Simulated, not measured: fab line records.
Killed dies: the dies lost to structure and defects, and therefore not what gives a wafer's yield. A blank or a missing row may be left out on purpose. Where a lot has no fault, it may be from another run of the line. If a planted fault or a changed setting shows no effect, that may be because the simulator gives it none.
2 desks looking at one fault :: flow n5 finfet :: each desk holds nothing but its own numbers, with what lay behind them at the end

== AT THE METROLOGY DESK ==
Lot by lot, what the gauges showed, no matter which tool ran the lot: averages of those sampled wafers that carry a number. Marked OUT: a lot whose mean sits more than 4 standard deviations from the usual mean, which makes it out of limits; the brackets give that distance.
Columns: A = cd nm at N5_BEOL_M14_CD_MEAS_17, usual 250.3 nm
lot: L892
first seen here: day 11 02:31
A: 248.3

lot: L895
first seen here: day 12 01:31
A: 251.1

lot: L893
first seen here: day 12 08:34
A: 251.4

lot: L896
first seen here: day 12 19:54
A: 249.8

lot: L898
first seen here: day 13 12:28
A: 252.1

lot: L899
first seen here: day 13 20:29
A: 248.6

lot: L908
first seen here: day 15 11:16
A: 247.0

lot: L910
first seen here: day 16 07:57
A: 250.3

lot: L913
first seen here: day 17 10:09
A: 251.5

lot: L912
first seen here: day 17 13:59
A: 251.0

lot: L914
first seen here: day 17 16:31
A: 251.8

lot: L915
first seen here: day 18 06:48
A: 248.8
Finding of this desk: none of the 12 lots has anything out of limits.

== FOR THE TOOL OWNER'S DESK: rie diel-06 ==
The tool's own readings at N5_BEOL_M14_VIA_ETCH_16 (etches SiO2 in C4F8/O2/Ar, target depth 1231.3 nm): means of the sampled wafers that have a number, for each lot that ran on this tool. Marked OUT: a lot whose mean sits more than 4 standard deviations from the usual mean, which makes it out of limits; the brackets give that distance. Readings shown: 7 of its 8, picked as those furthest out on some lot.
Columns: A = C4F8_flow_sccm at N5_BEOL_M14_VIA_ETCH_16, usual 16.00 sccm; B = O2_flow_sccm at N5_BEOL_M14_VIA_ETCH_16, usual 12.00 sccm; C = chamber pressure mTorr at N5_BEOL_M14_VIA_ETCH_16, usual 20.001 mTorr; D = drypump motor current A at N5_BEOL_M14_VIA_ETCH_16, usual 5.5 A; E = oes product au at N5_BEOL_M14_VIA_ETCH_16, usual 0.68 a.u.; F = rf vpp V at N5_BEOL_M14_VIA_ETCH_16, usual 2222 V; G = showerhead plenum p Torr at N5_BEOL_M14_VIA_ETCH_16, usual 3.43 Torr
lot: L895
first seen here: day 12 01:10
A: 15.94
B: 11.98
C: 19.981
D: 5.4
E: 0.70
F: 2214
G: 3.42

lot: L893
first seen here: day 12 08:13
A: 15.98
B: 11.99
C: 20.024
D: 5.2
E: 0.68
F: 2223
G: 3.49

lot: L898
first seen here: day 13 12:07
A: 15.98
B: 12.01
C: 20.000
D: 5.2
E: 0.61
F: 2200
G: 3.53

lot: L908
first seen here: day 15 10:55
A: 15.94
B: 12.02
C: 20.005
D: 5.6
E: 0.62
F: 2181
G: 3.37

lot: L910
first seen here: day 16 07:35
A: 16.02
B: 12.04
C: 20.004
D: 5.7
E: 0.69
F: 2188
G: 3.31
Finding of this desk: none of the 5 lots has anything out of limits.

== PUT TOGETHER ==
At the metrology desk, nothing out of limits was observed.
The tool owner's desk saw nothing out of limits.

== WHAT HAD BEEN PUT IN BY THE SIMULATOR ==
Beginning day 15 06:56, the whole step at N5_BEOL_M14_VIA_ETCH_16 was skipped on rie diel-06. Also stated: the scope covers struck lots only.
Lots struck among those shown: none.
